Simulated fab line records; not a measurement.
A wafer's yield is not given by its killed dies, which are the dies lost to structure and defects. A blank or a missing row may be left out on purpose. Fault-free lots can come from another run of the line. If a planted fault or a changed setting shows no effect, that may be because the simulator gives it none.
Struck lot and sound lot, side by side	flow n5 finfet	37 out of 1938 route steps
Sound: wafers L662.2, L662.5, L662.6. Struck: wafer L658.5 (left out: L658.1, L658.4 of the same lot, which were not struck); the cause appears at the end.
At each step with rows: each side's tool, then ch and its chambers, then its first start. Under that, the readings that differ: sound wafers	struck wafers	difference of the means	sigmas: that difference in standard deviations of wafers without a fault.
alike: readings with means less than 2 such deviations apart, plus words and numbers identical on both sides. not compared: withheld readings, readings lacking a value on some wafer, bounds such as >300 that could conceal the same value, and numbers that have no deviation in the record and whose values overlap.
The two part at a step that has a row with sigmas, a row that says differs or no value, or rows on one side only. Numbers that don't overlap but have no deviation are shown without sigmas and don't part them. A reading that every wafer of one side lacks parts them only if that side has two wafers or more.

first, 9 steps without rows for these wafers: N5_BEOL_M8_DESCUM_33 (chemistry O2, time 7 s); N5_BEOL_M8_ETCH_72 (etches underlayer in N2/H2, target depth 6.5 nm, time 5.2 s); N5_BEOL_M8_ETCH_65 (etches SiARC in CF4, target depth 15.6 nm, time 26 s); N5_BEOL_M8_ETCH_66 (etches SOC in N2/H2, target depth 80 nm, overetch 16 nm, time 120 s); N5_BEOL_M8_STRIP_69 (strips in N2/H2); N5_BEOL_M8_STRIP_73 (strips in N2/H2); N5_BEOL_M8_VIA_ETCH_34 (etches SiCOH lowk in C4F6/O2, target depth 125.5 nm, time 50.5 s); N5_BEOL_M8_STRIP_76 (strips in C4F6/O2); N5_BEOL_M8_STRIP_36 (strips in N2/H2).
N5_BEOL_M8_TRENCH_ETCH_37: etches SiCOH lowk in C4F6/O2, target depth 93.478 nm, time 31.2 s.
  sound on rie diel-04 ch 0,1, day 15 00:09; struck on rie diel-06 ch 1, day 13 12:58
reading	sound	struck	difference	sigmas
oes product au (a.u.)	0.79 0.79 0.80	1.01	+0.22	+3
model.BEOL_M8.feature depth nm (nm)	94 93.8 93	128.4	+34.8	
model.etch.depth nm (nm)	94.07 93.72 93.05	128.4	+34.8	
model.TiN_of_BEOL_M8_HM_DEP_02.thk nm (nm)	17.2 17.2 17.4	16.2	-1.1	
  alike: bias w, drypump motor current A, rf vpp V, showerhead plenum p Torr, throttle valve pct
  not compared: rf hours counter h
then, 2 steps without rows for these wafers: N5_BEOL_M8_ETCH_41 (etches SiCN in CH3F/O2, target depth 31.9 nm, time 57.8 s); N5_BEOL_M8_STRIP_80 (strips in N2/H2, time 10 s).
N5_BEOL_M8_OCD_MEAS_38:
  sound on ocd-02 at day 15 00:19; struck on ocd-01 at day 13 13:07
reading	sound	struck	difference	sigmas
trench depth nm (nm)	94.0 93.9 93.2	128.7	+35.0	+35
then, 13 steps without rows for these wafers: N5_BEOL_M8_HM_STRIP_39 (strips TiN in peroxide tin strip, target depth 25 nm, time 158 s); N5_BEOL_M8_SRD_40 (time 30 s); N5_BEOL_M8_PRECLEAN_42 (cleans in residue remover, time 60 s); N5_BEOL_M8_SRD_43 (time 30 s); N5_BEOL_M8_CURE_75 (cures SiCOH lowk, time 120 s); N5_BEOL_M8_DEGAS_44 (time 60 s); N5_BEOL_M8_PRE_CLEAN_45 (time 30 s); N5_BEOL_M8_ALD_77 (deposits TaN, target thk 2 nm, pulse time 2 s, purge time 3 s); N5_BEOL_M8_SURFACE_TREAT_79; N5_BEOL_M8_CVD_78 (deposits Co from CCTBA/H2, target thk 2 nm, time 142.3 s); N5_BEOL_M8_SPUTTER_48 (material Cu, target thk 10 nm, time 1.667 s); N5_BEOL_M8_ECD_50 (material Cu, target thk 300 nm); N5_BEOL_M8_ANNEAL_51 (time 90 s).
N5_BEOL_M8_CMP_52: polishes, stops on SiCOH lowk, t overpolish 6.9 s, target thk 80 nm.
  sound on cmp-02 ch 0,1,3, day 15 02:41; struck on cmp-03 ch 0, day 13 15:08
reading	sound	struck	difference	sigmas
model.Cu_of_BEOL_M8_ECD_50.thk nm (nm)	80.2 79.8 79.2	114.8	+35.1	
  alike: edge zone pressure frac, motor current A
  not compared: pad life wafers
N5_BEOL_M8_THK_MEAS_53: measures by xrf.
  sound on film metro-01 at day 15 02:52; struck on film metro-02 at day 13 15:24
reading	sound	struck	difference	sigmas
M8_THK (nm)	80.6 80.4 79.7	115.3	+35.1	+25
then, 2 steps without rows for these wafers: N5_BEOL_M8_PRE_CLEAN_55 (time 15 s); N5_BEOL_M8_DEP_56 (deposits SiCN from 3MS/NH3, target thk 10 nm, time 17.5 s).
N5_BEOL_M8_RS_MEAS_57: measures by four-point-probe.
  sound on film metro-01 at day 15 02:59; struck on film metro-02 at day 13 15:32
reading	sound	struck	difference	sigmas
M8_RS (ohm/sq)	0.286 0.287 0.290	0.189	-0.099	-18
then, 5 steps without rows for these wafers: N5_BEOL_M9_ILD_DEP_00 (deposits SiCOH lowk from DEMS/porogen, target thk 308.51 nm, time 58 s); N5_BEOL_M9_CURE_71 (cures SiCOH lowk, time 240 s); N5_BEOL_M9_PECVD_70 (deposits SiO2 from TEOS/O2, target thk 20 nm, time 22.7 s); N5_BEOL_M9_HM_DEP_02 (deposits TiN, target thk 20 nm); N5_BEOL_M9_COAT_59 (time 60 s, resist thk 100 nm).
-- record jumps: 2 days separate the struck wafers' starts on either side; left off in module BEOL_M9, taken up again in module BEOL_M15, whose first shown step is the route's number 1830 --
N5_BEOL_M15_RC_MEAS_101:
  sound on prober-01 ch 0, day 16 23:44; struck on prober-02 ch 0, day 15 22:06
reading	sound	struck	difference	sigmas
SERP_M6 (ohm/um)	14.1 14.5 13.8	13.1	-1.0	-2
SERP_M8 (ohm/um)	14.1 13.7 14.7	9.5	-4.7	-11
SERP_M8_max_site (ohm/um)	14.8 14.5 15.0	9.8	-5.0	-10
  alike: COMB_M10, COMB_M10_max_site, COMB_M11, COMB_M12, COMB_M13, COMB_M14, COMB_M15, COMB_M5, COMB_M6, COMB_M7, COMB_M9, SERP_M10, SERP_M11, SERP_M12, SERP_M13, SERP_M13_max_site, SERP_M14, SERP_M5, SERP_M7, SERP_M9

WHERE THEY PART
Earliest at N5_BEOL_M8_TRENCH_ETCH_37; latest, in this record, at N5_BEOL_M15_RC_MEAS_101.

WHY: whatever the simulator had introduced
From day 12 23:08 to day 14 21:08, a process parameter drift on rie diel-06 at N5_BEOL_M8_TRENCH_ETCH_37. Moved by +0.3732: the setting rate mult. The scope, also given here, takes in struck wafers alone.
